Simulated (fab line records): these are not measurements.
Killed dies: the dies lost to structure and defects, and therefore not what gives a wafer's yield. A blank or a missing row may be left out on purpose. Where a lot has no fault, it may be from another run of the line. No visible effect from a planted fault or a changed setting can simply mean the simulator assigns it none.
Chamber matching / flow nand-harc / NHARC_P_M2_PRE_CLEAN_32 on pecvd-02: 3 sister chambers
The step time 12 s. 30 wafers are shown with their chamber, then 12 later ones without.

WAFERS PAIRED WITH THEIR CHAMBERS
wafer=L074.1; chamber=1; heater-power-w (W)=719
wafer=L074.3; chamber=2; heater-power-w (W)=564
wafer=L074.6; chamber=0; heater-power-w (W)=643
wafer=L075.2; chamber=0; heater-power-w (W)=639
wafer=L075.3; chamber=1; heater-power-w (W)=719
wafer=L075.5; chamber=2; heater-power-w (W)=613
wafer=L077.3; chamber=1; heater-power-w (W)=699
wafer=L077.4; chamber=2; heater-power-w (W)=587
wafer=L077.6; chamber=1; heater-power-w (W)=710
wafer=L081.1; chamber=0; heater-power-w (W)=687
wafer=L081.3; chamber=2; heater-power-w (W)=626
wafer=L081.5; chamber=1; heater-power-w (W)=625
wafer=L082.1; chamber=2; heater-power-w (W)=589
wafer=L082.3; chamber=1; heater-power-w (W)=726
wafer=L082.5; chamber=2; heater-power-w (W)=576
wafer=L083.1; chamber=0; heater-power-w (W)=679
wafer=L083.3; chamber=1; heater-power-w (W)=635
wafer=L083.6; chamber=0; heater-power-w (W)=675
wafer=L085.1; chamber=1; heater-power-w (W)=722
wafer=L085.2; chamber=2; heater-power-w (W)=616
wafer=L085.4; chamber=1; heater-power-w (W)=708
wafer=L086.1; chamber=0; heater-power-w (W)=632
wafer=L086.3; chamber=2; heater-power-w (W)=650
wafer=L086.6; chamber=1; heater-power-w (W)=628
wafer=L090.2; chamber=1; heater-power-w (W)=653
wafer=L090.5; chamber=0; heater-power-w (W)=682
wafer=L090.6; chamber=2; heater-power-w (W)=603
wafer=L091.1; chamber=2; heater-power-w (W)=610
wafer=L091.3; chamber=0; heater-power-w (W)=657
wafer=L091.6; chamber=0; heater-power-w (W)=676

SIGNATURES (averages over the wafers above)
reading=heater-power-w; chamber 0=663.33; chamber 1=685.82; chamber 2=603.40; scatter within a chamber=31.2
Rule: for each reading, subtract the chamber's mean from the wafer's reading, divide by that reading's scatter and square the result; add these up over the readings and take the root, which gives the wafer's distance from the chamber. If the next closest chamber is less than 2 further off than the closest, the wafer can't be placed; otherwise it belongs to the closest. The scatter: the root of (the sum of the squares of (reading less its chamber's mean) over the shown wafers, divided by (wafers less chambers)).

WAFERS WITHOUT THEIR CHAMBER
wafer=L093.1; heater-power-w (W)=650
wafer=L093.5; heater-power-w (W)=637
wafer=L093.6; heater-power-w (W)=633
wafer=L095.1; heater-power-w (W)=591
wafer=L095.3; heater-power-w (W)=603
wafer=L095.4; heater-power-w (W)=711
wafer=L094.1; heater-power-w (W)=559
wafer=L094.2; heater-power-w (W)=671
wafer=L094.4; heater-power-w (W)=709
wafer=L097.2; heater-power-w (W)=664
wafer=L097.4; heater-power-w (W)=658
wafer=L097.5; heater-power-w (W)=675

WHICH CHAMBER EACH ONE RAN IN
wafer=L093.1; from the rows above=can't be placed: 0 or 1 or 2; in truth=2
wafer=L093.5; from the rows above=can't be placed: 0 or 2 or 1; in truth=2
wafer=L093.6; from the rows above=can't be placed: 2 or 0 or 1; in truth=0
wafer=L095.1; from the rows above=can't be placed: 2 or 0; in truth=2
wafer=L095.3; from the rows above=can't be placed: 2 or 0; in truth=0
wafer=L095.4; from the rows above=can't be placed: 1 or 0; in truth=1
wafer=L094.1; from the rows above=can't be placed: 2 or 0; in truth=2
wafer=L094.2; from the rows above=can't be placed: 0 or 1 or 2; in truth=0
wafer=L094.4; from the rows above=can't be placed: 1 or 0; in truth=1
wafer=L097.2; from the rows above=can't be placed: 0 or 1 or 2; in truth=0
wafer=L097.4; from the rows above=can't be placed: 0 or 1 or 2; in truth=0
wafer=L097.5; from the rows above=can't be placed: 1 or 0 or 2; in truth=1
Correctly placed: 0 of 12. From these rows, 12 cannot be placed; in 12 the true chamber is one of the candidates. Placed wrongly: 0.
